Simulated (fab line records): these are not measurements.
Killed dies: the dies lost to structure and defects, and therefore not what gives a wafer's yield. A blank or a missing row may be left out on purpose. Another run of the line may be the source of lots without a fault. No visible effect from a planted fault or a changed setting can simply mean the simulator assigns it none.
fab line records -- flow n5-finfet
[record] lots = 7, wafers = 21
route steps=1938 shown BEOL_M14@1723 BEOL_M15@1800 PAD_METAL@1896 PASSIVATION@1901
start-h: hours from the record's opening day to when the first of the lot's shown wafers began -- wait-h: hours elapsed since this lot's preceding step -- " same as the row above -- L1.1+2: a row that stands for several wafers -- - value missing, or start not given -- * or withheld: withheld -- < > ~ a bound
route shown NAME@n: NAME is a module with steps in the file, n the number in the route of the first one -- usual: mean/standard deviation taken from wafers without a fault -- same: alike in all rows -- chamber/n: place in a boat -- sites: each site's reading -- _std_site: how widely they spread, as a standard deviation -- _edge_site: the outer-site mean with the inner-site mean subtracted -- radius-mm: for every site, how far away it sits from the centre of the wafer -- mask NAME#n: copy n -- behind: the most recent tool/chamber to have shaped the wafer -- hold: why the lot went on hold/how many hours it stayed there/how the hold came to an end -- device: which transistor (n, p or np) failed to switch -- end of line: at the end of the route, the tests of the same wafers -- a step given without rows: its recipe and nothing more -- killed: count of dies lost to structure and defects at first sort (not the wafer's yield) -- map: the dies of a wafer, with x for killed, . for not killed, _ for no die there
set.NAME: the setting as run; set.NAME@STEP: as run at that earlier step -- model.NAME: the simulator's own value behind a step, which no gauge read
one table per step and one row per wafer, for lots whose settings were changed on purpose
[[steps]]
[step N5_BEOL_M14_PEB_08]
[recipe] peb-temp-c = 130, peb-time-s = 90
lot.wafer,tool,chamber,start-h,wait-h,set.peb-temp-c
L079.1+3,litho-track-04,0,287.30,0.1,129.1
L079.2,litho-track-04,0,287.30,0.1,130
L080.3,litho-track-03,0,295.09,0.0,130
L080.4+6,litho-track-03,0,295.09,0.0,133.7
L081.1+4+6,litho-track-03,0,312.62,0.1,130
L082.2+4,litho-track-01,0,312.81,0.0,130
L082.3,litho-track-01,0,312.81,0.0,127.5
L088.3+6,litho-track-01,0,343.93,0.0,126.9
L088.4,litho-track-01,0,343.93,0.0,130
L097.4,litho-track-01,0,400.33,0.0,128.4
L097.5+6,litho-track-01,0,400.33,0.0,130
L096.1+5+6,litho-track-03,0,412.39,0.1,130
[step N5_BEOL_M14_DEVELOP_09]
[recipe] develop-time-s = 45, rinse-liquid = diw, dry = air-spin, dev-temp-c = 21
[step N5_BEOL_M14_HARDBAKE_14]
[recipe] temp-c = 130, time-s = 120
[step N5_BEOL_M14_CD_MEAS_10]
[recipe] target-cd-nm = 250, landing-energy-ev = 500, detector = se-inlens, polarity = opening
[usual] cd-nm = 250.2/1.5
lot.wafer,tool,chamber,start-h,wait-h,set.peb-temp-c@BEOL_M14_PEB_08,cd-nm
L079.1,cd-sem-02,0,287.42,-,129.1,247.1
L079.2,cd-sem-02,0,287.42,-,130,249.8
L079.3,cd-sem-02,0,287.42,-,129.1,243.5
L080.3,cd-sem-03,0,295.20,-,130,248.8
L080.4,cd-sem-03,0,295.20,-,133.7,265.5
L080.6,cd-sem-03,0,295.20,-,133.7,266.2
L081.1,cd-sem-01,0,312.74,-,130,252.0
L081.4,cd-sem-01,0,312.74,-,130,251.5
L081.6,cd-sem-01,0,312.74,-,130,249.4
L082.2,cd-sem-01,0,312.92,-,130,249.8
L082.3,cd-sem-01,0,312.92,-,127.5,237.3
L082.4,cd-sem-01,0,312.92,-,130,252.1
L088.3,cd-sem-02,0,344.04,-,126.9,234.0
L088.4,cd-sem-02,0,344.04,-,130,251.8
L088.6,cd-sem-02,0,344.04,-,126.9,231.8
L097.4,cd-sem-03,0,400.45,-,128.4,242.0
L097.5,cd-sem-03,0,400.45,-,130,252.4
L097.6,cd-sem-03,0,400.45,-,130,251.0
L096.1,cd-sem-02,0,412.51,-,130,251.8
L096.5,cd-sem-02,0,412.51,-,130,252.3
L096.6,cd-sem-02,0,412.51,-,130,250.8
[step N5_BEOL_M14_DESCUM_15]
[recipe] chemistry = O2, time-s = 7.9, source-power-w = 50, bias-power-w = 20, pressure-mtorr = 20, rf-frequency-hz = 2.712e+07, temp-c = 40, o2-flow-sccm = 225
[step N5_BEOL_M14_ETCH_59]
[recipe] chemistry = N2/H2, target = BARC, target-depth-a = 890, overetch-a = 267, time-s = 67.9, ion-energy-ev = 200, pressure-mtorr = 30, source-w = 840, bias-w = 150, n2-flow-sccm = 200, h2-flow-sccm = 200
[step N5_BEOL_M14_VIA_ETCH_16]
[recipe] chemistry = C4F8/O2/Ar, target = SiO2, he-inner-torr = 15, he-outer-torr = 30, target-depth-a = 12313, time-s = withheld, ion-energy-ev = 800, pressure-mtorr = 20, source-w = 1905, bias-w = 2040, Ar_flow_sccm = 400, C4F8_flow_sccm = 16, O2_flow_sccm = 12, ends = cleared
lot.wafer,tool,chamber,start-h,wait-h,set.temp-c@BEOL_M14_ILD_DEP_00,model.coat_of_BEOL_M14_COAT_04.thk-nm
L079.1,rie-diel-01,0,287.59,0.0,395.4,445
L079.2,rie-diel-01,2,287.59,0.0,400,456.8
L079.3,rie-diel-01,3,287.59,0.0,400,449.4
L080.3,rie-diel-04,0,295.38,0.0,400,453.4
L080.4,rie-diel-04,1,295.38,0.0,400,450
L080.6,rie-diel-04,1,295.38,0.0,400,452.6
L081.1,rie-diel-04,2,312.91,0.0,400,451.6
L081.4,rie-diel-04,3,312.91,0.0,400,452
L081.6,rie-diel-04,2,312.91,0.0,406.1,463.8
L082.2,rie-diel-02,0,313.33,0.0,400,444.4
L082.3,rie-diel-02,3,313.33,0.0,400,452
L082.4,rie-diel-02,1,313.33,0.0,395.9,440.6
L088.3,rie-diel-02,2,344.21,0.0,406.2,471.8
L088.4,rie-diel-02,1,344.21,0.0,406.2,467.4
L088.6,rie-diel-02,0,344.21,0.0,400,454.2
L097.4,rie-diel-02,1,400.71,0.1,407.6,460.8
L097.5,rie-diel-02,2,400.71,0.1,400,448.6
L097.6,rie-diel-02,0,400.71,0.1,400,446
L096.1,rie-diel-02,1,412.68,0.0,400,463.8
L096.5,rie-diel-02,3,412.68,0.0,400,454.6
L096.6,rie-diel-02,0,412.68,0.0,400,453.2
[step N5_BEOL_M14_STRIP_63]
[recipe] chemistry = O2, power-w = 600, temp-c = 60, pressure-mtorr = 30, rf-frequency-hz = 6e+07, bias-power-w = 0, overash-fraction = 0.3, o2-flow-sccm = 225
[step N5_BEOL_M14_STRIP_64]
[recipe] chemistry = O2, power-w = 600, temp-c = 60, pressure-mtorr = 30, rf-frequency-hz = 6e+07, bias-power-w = 0, overash-fraction = 0.3, o2-flow-sccm = 225
[step N5_BEOL_M14_STRIP_71]
[recipe] chemistry = post-etch-residue-remover, time-s = 60, temp-c = 25, remover-ph = withheld, remover-water-wt-pct = withheld, remover-fluoride-wt-pct = withheld
[step N5_BEOL_M14_SRD_72]
[recipe] time-s = 30, temp-c = 23, rinse-liquid = diw, dry = n2-spin, spin-rpm = 1500, dry-time-s = 30
[step N5_BEOL_M14_CD_MEAS_17]
[recipe] target-cd-nm = 250, polarity = opening
[usual] cd-nm = 250.9/1.6
lot.wafer,tool,chamber,start-h,wait-h,set.peb-temp-c@BEOL_M14_PEB_08,cd-nm
L079.1,cd-sem-01,-,287.94,0.0,129.1,247.6
L079.2,cd-sem-01,-,287.94,0.0,130,250.5
L079.3,cd-sem-01,-,287.94,0.0,129.1,244.6
L080.3,cd-sem-03,-,295.73,0.0,130,249.4
L080.4,cd-sem-03,-,295.73,0.0,133.7,265.9
L080.6,cd-sem-03,-,295.73,0.0,133.7,265.6
L081.1,cd-sem-02,-,313.27,0.0,130,253.3
L081.4,cd-sem-02,-,313.27,0.0,130,252.7
L081.6,cd-sem-02,-,313.27,0.0,130,250.2
L082.2,cd-sem-01,-,313.68,0.0,130,250.8
L082.3,cd-sem-01,-,313.68,0.0,127.5,237.5
L082.4,cd-sem-01,-,313.68,0.0,130,252.3
L088.3,cd-sem-03,-,344.57,0.0,126.9,234.4
L088.4,cd-sem-03,-,344.57,0.0,130,251.2
L088.6,cd-sem-03,-,344.57,0.0,126.9,231.7
L097.4,cd-sem-01,-,400.97,0.0,128.4,243.3
L097.5,cd-sem-01,-,400.97,0.0,130,254.1
L097.6,cd-sem-01,-,400.97,0.0,130,252.2
L096.1,cd-sem-01,-,413.03,0.0,130,252.1
L096.5,cd-sem-01,-,413.03,0.0,130,252.7
L096.6,cd-sem-01,-,413.03,0.0,130,250.8
[step N5_BEOL_M14_DEP_53]
[recipe] material = SiCN, target-thk-a = 500, temp-c = withheld, precursor = 3MS/NH3, pressure-torr = 3, rf-w = 675, time-s = 17.8
lot.wafer,tool,chamber,start-h,wait-h,set.time-s,model.SiCN_of_BEOL_M14_DEP_53.thk-nm
L079.1,pecvd-02,2,294.87,0.0,17.8,49
L079.2,pecvd-02,1,294.87,0.0,17.8,49.2
L079.3,pecvd-02,0,294.87,0.0,16.36,45.8
L080.3,pecvd-02,0,299.50,0.0,17.8,49.6
L080.4,pecvd-02,2,299.50,0.0,17.8,49.8
L080.6,pecvd-02,0,299.50,0.0,17.8,50.6
L081.1,pecvd-03,1,318.44,0.0,17.8,49
L081.4,pecvd-03,1,318.44,0.0,19.59,54.2
L081.6,pecvd-03,2,318.44,0.0,17.8,49.8
L082.2,pecvd-04,1,319.10,0.0,20.1,55.6
L082.3+4,pecvd-04,"0,2",319.10,0.0,20.1,56.2
L088.3,pecvd-02,1,348.13,0.0,18.91,51.8
L088.4,pecvd-02,1,348.13,0.0,18.91,53
L088.6,pecvd-02,2,348.13,0.0,18.91,52.2
L097.4,pecvd-04,2,404.20,0.0,17.8,50.4
L097.5,pecvd-04,0,404.20,0.0,17.8,49.2
L097.6,pecvd-04,2,404.20,0.0,16.79,47
L096.1,pecvd-03,0,419.52,0.0,17.8,49.2
L096.5,pecvd-03,1,419.52,0.0,17.8,50
L096.6,pecvd-03,2,419.52,0.0,17.8,49.4
[step N5_BEOL_M15_EXPOSE_25]
[recipe] mask-id = M15, na = 0.8, source-shape = annular, sigma-inner = 0.5, sigma-outer = 0.8, polarization = unpolarized, target-cd-nm = 400, dose-mj = 35.5
lot.wafer,tool,chamber,start-h,wait-h,mask,set.dose-mj
L079.1+2+3,krf-scanner-02,0,297.17,-,M15#0,35.5
L080.3+4+6,krf-scanner-01,0,301.65,-,M15#0,37.8
L081.1+4+6,krf-scanner-01,0,320.41,-,M15#0,35.5
L082.2+3,krf-scanner-01,0,321.14,-,M15#0,35.5
L082.4,krf-scanner-01,0,321.14,-,M15#0,33.94
L088.3+6,krf-scanner-02,0,350.25,-,M15#0,34.36
L088.4,krf-scanner-02,0,350.25,-,M15#0,35.5
L097.4,krf-scanner-01,0,407.08,-,M15#0,34.07
L097.5+6,krf-scanner-01,0,407.08,-,M15#0,35.5
L096.1+5+6,krf-scanner-01,0,421.80,-,M15#0,35.5
[step N5_BEOL_M15_PEB_26]
[recipe] peb-temp-c = 130, peb-time-s = 90
[step N5_BEOL_M15_DEVELOP_27]
[recipe] develop-time-s = 45, rinse-liquid = diw, dry = air-spin, dev-temp-c = 21
[step N5_BEOL_M15_HARDBAKE_32]
[recipe] temp-c = 130, time-s = 120
[step N5_BEOL_M15_CD_MEAS_28]
[recipe] target-cd-nm = 407.6, landing-energy-ev = 500, detector = se-inlens
[usual] cd-nm = 408.2/1.3
lot.wafer,tool,chamber,start-h,wait-h,set.dose-mj@BEOL_M15_EXPOSE_25,cd-nm
L079.1,cd-sem-01,0,297.34,-,35.5,409.0
L079.2,cd-sem-01,0,297.34,-,35.5,408.8
L079.3,cd-sem-01,0,297.34,-,35.5,409.9
L080.3,cd-sem-03,0,301.81,-,37.8,417.9
L080.4,cd-sem-03,0,301.81,-,37.8,417.6
L080.6,cd-sem-03,0,301.81,-,37.8,418.3
L081.1,cd-sem-02,0,320.58,-,35.5,410.2
L081.4,cd-sem-02,0,320.58,-,35.5,409.0
L081.6,cd-sem-02,0,320.58,-,35.5,410.0
L082.2,cd-sem-02,0,321.31,-,35.5,409.1
L082.3,cd-sem-02,0,321.31,-,35.5,409.0
L082.4,cd-sem-02,0,321.31,-,33.94,402.8
L088.3,cd-sem-01,0,350.41,-,34.36,402.4
L088.4,cd-sem-01,0,350.41,-,35.5,408.0
L088.6,cd-sem-01,0,350.41,-,34.36,401.2
L097.4,cd-sem-03,0,407.24,-,34.07,402.5
L097.5,cd-sem-03,0,407.24,-,35.5,408.2
L097.6,cd-sem-03,0,407.24,-,35.5,407.9
L096.1,cd-sem-02,0,421.97,-,35.5,411.2
L096.5,cd-sem-02,0,421.97,-,35.5,409.3
L096.6,cd-sem-02,0,421.97,-,35.5,409.5
[step N5_BEOL_M15_DESCUM_33]
[recipe] chemistry = O2, time-s = 7.9, source-power-w = 50, bias-power-w = 20, pressure-mtorr = 20, rf-frequency-hz = 2.712e+07, temp-c = 40, o2-flow-sccm = 225
lot.wafer,tool,chamber,start-h,wait-h,set.dose-mj@BEOL_M15_EXPOSE_25,model.BEOL_M15.cd-nm
L079.1,rie-diel-06,2,297.43,0.0,35.5,408.6
L079.2,rie-diel-06,0,297.43,0.0,35.5,408.4
L079.3,rie-diel-06,1,297.43,0.0,35.5,409.4
L080.3,rie-diel-06,0,301.97,0.1,37.8,418
L080.4,rie-diel-06,2,301.97,0.1,37.8,417.8
L080.6,rie-diel-06,3,301.97,0.1,37.8,418.4
L081.1,rie-diel-06,3,320.68,0.0,35.5,410.2
L081.4,rie-diel-06,1,320.68,0.0,35.5,409
L081.6,rie-diel-06,0,320.68,0.0,35.5,409.4
L082.2+3,rie-diel-05,"3,2",321.39,0.0,35.5,409.2
L082.4,rie-diel-05,2,321.39,0.0,33.94,402.6
L088.3,rie-diel-03,3,350.49,0.0,34.36,402.8
L088.4,rie-diel-03,0,350.49,0.0,35.5,408
L088.6,rie-diel-03,0,350.49,0.0,34.36,401.2
L097.4,rie-diel-05,3,408.23,0.9,34.07,402.4
L097.5,rie-diel-05,2,408.23,0.9,35.5,408.4
L097.6,rie-diel-05,3,408.23,0.9,35.5,408
L096.1,rie-diel-03,1,422.79,0.8,35.5,411.4
L096.5+6,rie-diel-03,"0,1",422.79,0.8,35.5,409.4
[step N5_BEOL_M15_ETCH_61]
[recipe] chemistry = N2/H2, target = BARC, target-depth-a = 890, overetch-a = 267, time-s = 67.9, ion-energy-ev = 200, pressure-mtorr = 30, source-w = 840, bias-w = 150, n2-flow-sccm = 200, h2-flow-sccm = 200
lot.wafer,tool,chamber,start-h,wait-h,set.dose-mj@BEOL_M15_EXPOSE_25,model.BEOL_M15.cd-nm
L079.1,rie-diel-06,2,297.46,0.0,35.5,400.6
L079.2,rie-diel-06,0,297.46,0.0,35.5,401.2
L079.3,rie-diel-06,1,297.46,0.0,35.5,401.8
L080.3,rie-diel-06,0,302.00,0.0,37.8,411.2
L080.4,rie-diel-06,2,302.00,0.0,37.8,410.6
L080.6,rie-diel-06,3,302.00,0.0,37.8,411
L081.1,rie-diel-06,3,320.71,0.0,35.5,402.8
L081.4,rie-diel-06,1,320.71,0.0,35.5,401
L081.6,rie-diel-06,0,320.71,0.0,35.5,402
L082.2,rie-diel-05,3,321.43,0.0,35.5,401.6
L082.3,rie-diel-05,2,321.43,0.0,35.5,402.4
L082.4,rie-diel-05,2,321.43,0.0,33.94,395.4
L088.3,rie-diel-03,3,350.53,0.0,34.36,395
L088.4,rie-diel-03,0,350.53,0.0,35.5,402.2
L088.6,rie-diel-03,0,350.53,0.0,34.36,394.6
L097.4,rie-diel-05,3,408.26,0.0,34.07,393.6
L097.5,rie-diel-05,2,408.26,0.0,35.5,400.8
L097.6,rie-diel-05,3,408.26,0.0,35.5,399.4
L096.1,rie-diel-03,1,422.83,0.0,35.5,404.4
L096.5,rie-diel-03,0,422.83,0.0,35.5,404
L096.6,rie-diel-03,1,422.83,0.0,35.5,402.8
[step N5_BEOL_M15_TRENCH_ETCH_34]
[recipe] chemistry = C4F8/O2/Ar, target = SiO2, target-depth-a = 8729.3, he-inner-torr = 15, he-outer-torr = 30, time-s = 199, ion-energy-ev = 800, pressure-mtorr = 20, source-w = 1905, bias-w = 2040, Ar_flow_sccm = 400, C4F8_flow_sccm = 16, O2_flow_sccm = 12
lot.wafer,tool,chamber,start-h,wait-h,set.dose-mj@BEOL_M15_EXPOSE_25,model.BEOL_M15.cd-nm
L079.1,rie-diel-06,2,297.51,0.0,35.5,400.4
L079.2,rie-diel-06,0,297.51,0.0,35.5,400.8
L079.3,rie-diel-06,1,297.51,0.0,35.5,402.2
L080.3,rie-diel-06,0,302.06,0.0,37.8,410.6
L080.4,rie-diel-06,2,302.06,0.0,37.8,410.2
L080.6,rie-diel-06,3,302.06,0.0,37.8,411.2
L081.1,rie-diel-06,3,320.77,0.0,35.5,403
L081.4,rie-diel-06,1,320.77,0.0,35.5,400.6
L081.6,rie-diel-06,0,320.77,0.0,35.5,401.8
L082.2,rie-diel-05,3,321.48,0.0,35.5,401.6
L082.3,rie-diel-05,2,321.48,0.0,35.5,402.2
L082.4,rie-diel-05,2,321.48,0.0,33.94,395.4
L088.3+6,rie-diel-03,"3,0",350.58,0.0,34.36,395.2
L088.4,rie-diel-03,0,350.58,0.0,35.5,403
L097.4,rie-diel-05,3,408.31,0.0,34.07,393.2
L097.5,rie-diel-05,2,408.31,0.0,35.5,400.8
L097.6,rie-diel-05,3,408.31,0.0,35.5,399.6
L096.1+5,rie-diel-03,"1,0",422.88,0.0,35.5,404.2
L096.6,rie-diel-03,1,422.88,0.0,35.5,402.8
[step N5_PASSIVATION_AL_DEP_21]
[recipe] material = Al, target-thk-a = 28000, temp-c = 400, time-s = 170, power-w = 30000, chamber-pressure-pa = 0.4, gas = Ar
lot.wafer,tool,chamber,start-h,wait-h,set.time-s,model.Al_of_PASSIVATION_AL_DEP_21.thk-nm
L079.1,pvd-sputter-01,-,310.02,0.1,170,2843
L079.2,pvd-sputter-01,-,310.02,0.1,152.4,2519
L079.3,pvd-sputter-01,-,310.02,0.1,170,2833
L080.3,pvd-sputter-02,-,313.89,0.1,170,2819
L080.4,pvd-sputter-02,-,313.89,0.1,185.7,3092
L080.6,pvd-sputter-02,-,313.89,0.1,185.7,3068
L081.1,pvd-sputter-01,-,333.94,0.1,170,2800
L081.4,pvd-sputter-01,-,333.94,0.1,170,2768
L081.6,pvd-sputter-01,-,333.94,0.1,170,2782
L082.2,pvd-sputter-03,-,337.16,0.1,170,2769
L082.3,pvd-sputter-03,-,337.16,0.1,184.1,3024
L082.4,pvd-sputter-03,-,337.16,0.1,184.1,2986
L088.3,pvd-sputter-01,-,365.30,0.1,170,2830
L088.4,pvd-sputter-01,-,365.30,0.1,170,2860
L088.6,pvd-sputter-01,-,365.30,0.1,170,2854
L097.4,pvd-sputter-02,-,421.20,0.1,159.3,2628
L097.5,pvd-sputter-02,-,421.20,0.1,170,2817
L097.6,pvd-sputter-02,-,421.20,0.1,159.3,2637
L096.1,pvd-sputter-01,-,439.39,0.1,170,2790
L096.5,pvd-sputter-01,-,439.39,0.1,170,2812
L096.6,pvd-sputter-01,-,439.39,0.1,170,2814
[step N5_PASSIVATION_EXPOSE_27]
[recipe] mask-id = PAD, na = 0.55, source-shape = conventional, sigma-outer = 0.8, polarization = unpolarized, defocus-nm = 0, dose-mj = 32.3
lot.wafer,tool,chamber,start-h,wait-h,mask,set.dose-mj
L079.1+2+3,krf-scanner-01,0,310.44,-,PAD#0,32.3
L080.3+4+6,krf-scanner-01,0,314.20,-,PAD#0,32.3
L081.1+6,krf-scanner-01,0,334.23,-,PAD#0,34.66
L081.4,krf-scanner-01,0,334.23,-,PAD#0,32.3
L082.2+3+4,krf-scanner-01,0,337.46,-,PAD#0,32.3
L088.3+6,krf-scanner-02,0,365.61,-,PAD#0,30.69
L088.4,krf-scanner-02,0,365.61,-,PAD#0,32.3
L097.4+6,krf-scanner-02,0,421.65,-,PAD#0,34.31
L097.5,krf-scanner-02,0,421.65,-,PAD#0,32.3
L096.1+5+6,krf-scanner-02,0,439.96,-,PAD#0,32.3
[step N5_PASSIVATION_PEB_28]
[recipe] peb-temp-c = withheld, peb-time-s = *
[step N5_PASSIVATION_DEVELOP_29]
[recipe] develop-time-s = 60, rinse-liquid = diw, dry = air-spin, dev-temp-c = 21
[step N5_PASSIVATION_HARDBAKE_31]
[recipe] temp-c = 130, time-s = 120
[step N5_PASSIVATION_CD_MEAS_30]
[recipe] target-cd-nm = 4000, landing-energy-ev = 500, detector = se-inlens, polarity = opening
[usual] cd-nm = 4000.2/1.3
lot.wafer,tool,chamber,start-h,wait-h,set.dose-mj@PASSIVATION_EXPOSE_27,cd-nm
L079.1,cd-sem-02,0,310.61,-,32.3,3999.6
L079.2,cd-sem-02,0,310.61,-,32.3,3999.6
L079.3,cd-sem-02,0,310.61,-,32.3,4001.7
L080.3,cd-sem-03,0,314.36,-,32.3,4000.0
L080.4,cd-sem-03,0,314.36,-,32.3,3999.9
L080.6,cd-sem-03,0,314.36,-,32.3,4002.4
L081.1,cd-sem-02,0,334.41,-,34.66,4013.5
L081.4,cd-sem-02,0,334.41,-,32.3,3999.4
L081.6,cd-sem-02,0,334.41,-,34.66,4013.3
L082.2,cd-sem-01,0,337.63,-,32.3,4001.4
L082.3,cd-sem-01,0,337.63,-,32.3,3999.3
L082.4,cd-sem-01,0,337.63,-,32.3,4000.1
L088.3,cd-sem-03,0,365.78,-,30.69,3991.9
L088.4,cd-sem-03,0,365.78,-,32.3,4000.0
L088.6,cd-sem-03,0,365.78,-,30.69,3989.9
L097.4,cd-sem-01,0,421.81,-,34.31,4007.7
L097.5,cd-sem-01,0,421.81,-,32.3,3999.3
L097.6,cd-sem-01,0,421.81,-,34.31,4009.9
L096.1,cd-sem-03,0,440.14,-,32.3,3999.1
L096.5,cd-sem-03,0,440.14,-,32.3,3999.0
L096.6,cd-sem-03,0,440.14,-,32.3,3999.5
[step N5_PASSIVATION_PECVD_53]
[recipe] material = SiO2, target-thk-a = 8000, temp-c = 400, precursor = TEOS/O2, pressure-torr = 6.5, rf-w = withheld, teos-flow-sccm = withheld, gas = O2, flow-sccm = 2650, time-s = 169.4
lot.wafer,tool,chamber,start-h,wait-h,set.time-s,model.SiO2_of_PASSIVATION_PECVD_53.thk-nm
L079.1,pecvd-03,0,312.02,0.0,169.4,781.6
L079.2,pecvd-03,2,312.02,0.0,169.4,784.8
L079.3,pecvd-03,1,312.02,0.0,176.4,811.6
L080.3,pecvd-01,1,316.16,0.0,151.8,715.8
L080.4,pecvd-01,2,316.16,0.0,151.8,701.6
L080.6,pecvd-01,1,316.16,0.0,169.4,805
L081.1,pecvd-03,2,335.65,0.0,169.4,787.2
L081.4,pecvd-03,2,335.65,0.0,175.8,843.4
L081.6,pecvd-03,1,335.65,0.0,169.4,801.6
L082.2,pecvd-01,2,339.06,0.0,169.4,780
L082.3,pecvd-01,0,339.06,0.0,169.4,798.8
L082.4,pecvd-01,2,339.06,0.0,152,713.4
L088.3,pecvd-01,0,367.07,0.0,162.3,753.8
L088.4,pecvd-01,2,367.07,0.0,169.4,784.4
L088.6,pecvd-01,0,367.07,0.0,162.3,763.4
L097.4,pecvd-01,2,423.83,0.1,159.6,755.2
L097.5,pecvd-01,0,423.83,0.1,159.6,765.6
L097.6,pecvd-01,1,423.83,0.1,169.4,810.2
L096.1,pecvd-01,0,442.74,0.0,169.4,787.2
L096.5,pecvd-01,0,442.74,0.0,169.4,803.6
L096.6,pecvd-01,1,442.74,0.0,169.4,802.6
[step N5_PASSIVATION_EXPOSE_41]
[recipe] mask-id = PASS_OPEN, na = 0.55, defocus-nm = 0, source-shape = conventional, sigma-outer = 0.8, polarization = unpolarized, target-cd-nm = 40000, dose-mj = 57.25
lot.wafer,tool,chamber,start-h,wait-h,mask,set.dose-mj
L079.1+2+3,krf-scanner-01,0,312.39,-,PASS_OPEN#0,57.25
L080.3+4+6,krf-scanner-01,0,316.54,-,PASS_OPEN#0,57.25
L081.1,krf-scanner-02,0,336.13,-,PASS_OPEN#0,57.25
L081.4+6,krf-scanner-02,0,336.13,-,PASS_OPEN#0,55.42
L082.2+4,krf-scanner-02,0,339.43,-,PASS_OPEN#0,57.25
L082.3,krf-scanner-02,0,339.43,-,PASS_OPEN#0,60.31
L088.3+4,krf-scanner-02,0,367.57,-,PASS_OPEN#0,57.25
L088.6,krf-scanner-02,0,367.57,-,PASS_OPEN#0,60.52
L097.4+6,krf-scanner-01,0,424.29,-,PASS_OPEN#0,56.07
L097.5,krf-scanner-01,0,424.29,-,PASS_OPEN#0,57.25
L096.1+5+6,krf-scanner-02,0,443.23,-,PASS_OPEN#0,57.25
[step N5_PASSIVATION_PEB_42]
[recipe] peb-temp-c = withheld, peb-time-s = *
[step N5_PASSIVATION_DEVELOP_43]
[recipe] develop-time-s = 60, rinse-liquid = diw, dry = air-spin, dev-temp-c = 21
[step N5_PASSIVATION_HARDBAKE_45]
[recipe] temp-c = 130, time-s = 120
[step N5_PASSIVATION_CD_MEAS_44]
[recipe] target-cd-nm = 40000, landing-energy-ev = 500, detector = se-inlens
[usual] cd-nm = 40000/2.8
lot.wafer,tool,chamber,start-h,wait-h,set.dose-mj@PASSIVATION_EXPOSE_41,cd-nm
L079.1,cd-sem-02,0,312.57,-,57.25,39998
L079.2,cd-sem-02,0,312.57,-,57.25,39996
L079.3,cd-sem-02,0,312.57,-,57.25,40002
L080.3,cd-sem-01,0,316.71,-,57.25,40002
L080.4,cd-sem-01,0,316.71,-,57.25,40000
L080.6,cd-sem-01,0,316.71,-,57.25,40002
L081.1,cd-sem-02,0,336.31,-,57.25,39999
L081.4,cd-sem-02,0,336.31,-,55.42,39983
L081.6,cd-sem-02,0,336.31,-,55.42,39987
L082.2,cd-sem-02,0,339.61,-,57.25,39998
L082.3,cd-sem-02,0,339.61,-,60.31,40016
L082.4,cd-sem-02,0,339.61,-,57.25,39996
L088.3,cd-sem-03,0,367.74,-,57.25,40001
L088.4,cd-sem-03,0,367.74,-,57.25,39997
L088.6,cd-sem-03,0,367.74,-,60.52,40020
L097.4,cd-sem-02,0,424.45,-,56.07,39993
L097.5,cd-sem-02,0,424.45,-,57.25,40001
L097.6,cd-sem-02,0,424.45,-,56.07,39993
L096.1,cd-sem-01,0,443.41,-,57.25,40002
L096.5,cd-sem-01,0,443.41,-,57.25,40001
L096.6,cd-sem-01,0,443.41,-,57.25,39998
[[key]]
[split] step = N5_BEOL_M14_PEB_08, setting = peb-temp-c, stated = 130, by = wafer
[response] step = N5_BEOL_M14_CD_MEAS_10, reading = cd-nm, change = +6.92, per = 1%, r = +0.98
[response] step = N5_BEOL_M14_CD_MEAS_17, reading = cd-nm, change = +6.79, per = 1%, r = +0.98
[split] step = N5_BEOL_M14_DEP_53, setting = time-s, stated = 17.8, by = wafer
[response] step = N5_BEOL_M14_DEP_53, reading = model.SiCN_of_BEOL_M14_DEP_53.thk-nm, change = +0.457, per = 1%, r = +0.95
[split] step = N5_BEOL_M15_EXPOSE_25, setting = dose-mj, stated = 35.5, by = wafer
[response] step = N5_BEOL_M15_CD_MEAS_28, reading = cd-nm, change = +1.53, per = 1%, r = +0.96
[response] step = N5_BEOL_M15_DESCUM_33, reading = model.BEOL_M15.cd-nm, change = +1.56, per = 1%, r = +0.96
[response] step = N5_BEOL_M15_ETCH_61, reading = model.BEOL_M15.cd-nm, change = +1.72, per = 1%, r = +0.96
[response] step = N5_BEOL_M15_TRENCH_ETCH_34, reading = model.BEOL_M15.cd-nm, change = +1.78, per = 1%, r = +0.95
[split] step = N5_PASSIVATION_AL_DEP_21, setting = time-s, stated = 170, by = wafer
[response] step = N5_PASSIVATION_AL_DEP_21, reading = model.Al_of_PASSIVATION_AL_DEP_21.thk-nm, change = +29.3, per = 1%, r = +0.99
[split] step = N5_PASSIVATION_EXPOSE_27, setting = dose-mj, stated = 32.3, by = wafer
[response] step = N5_PASSIVATION_CD_MEAS_30, reading = cd-nm, change = +1.76, per = 1%, r = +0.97
[split] step = N5_PASSIVATION_PECVD_53, setting = time-s, stated = 169.4, by = wafer
[response] step = N5_PASSIVATION_PECVD_53, reading = model.SiO2_of_PASSIVATION_PECVD_53.thk-nm, change = +8.38, per = 1%, r = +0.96
[split] step = N5_PASSIVATION_EXPOSE_41, setting = dose-mj, stated = 57.25, by = wafer
[response] step = N5_PASSIVATION_CD_MEAS_44, reading = cd-nm, change = +3.79, per = 1%, r = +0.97
split outside-this-file step=N5_BEOL_M14_ILD_DEP_00 setting=temp-c
// split outside-this-file: this setting was split too, and the file shows its column; the key of that split is in another file
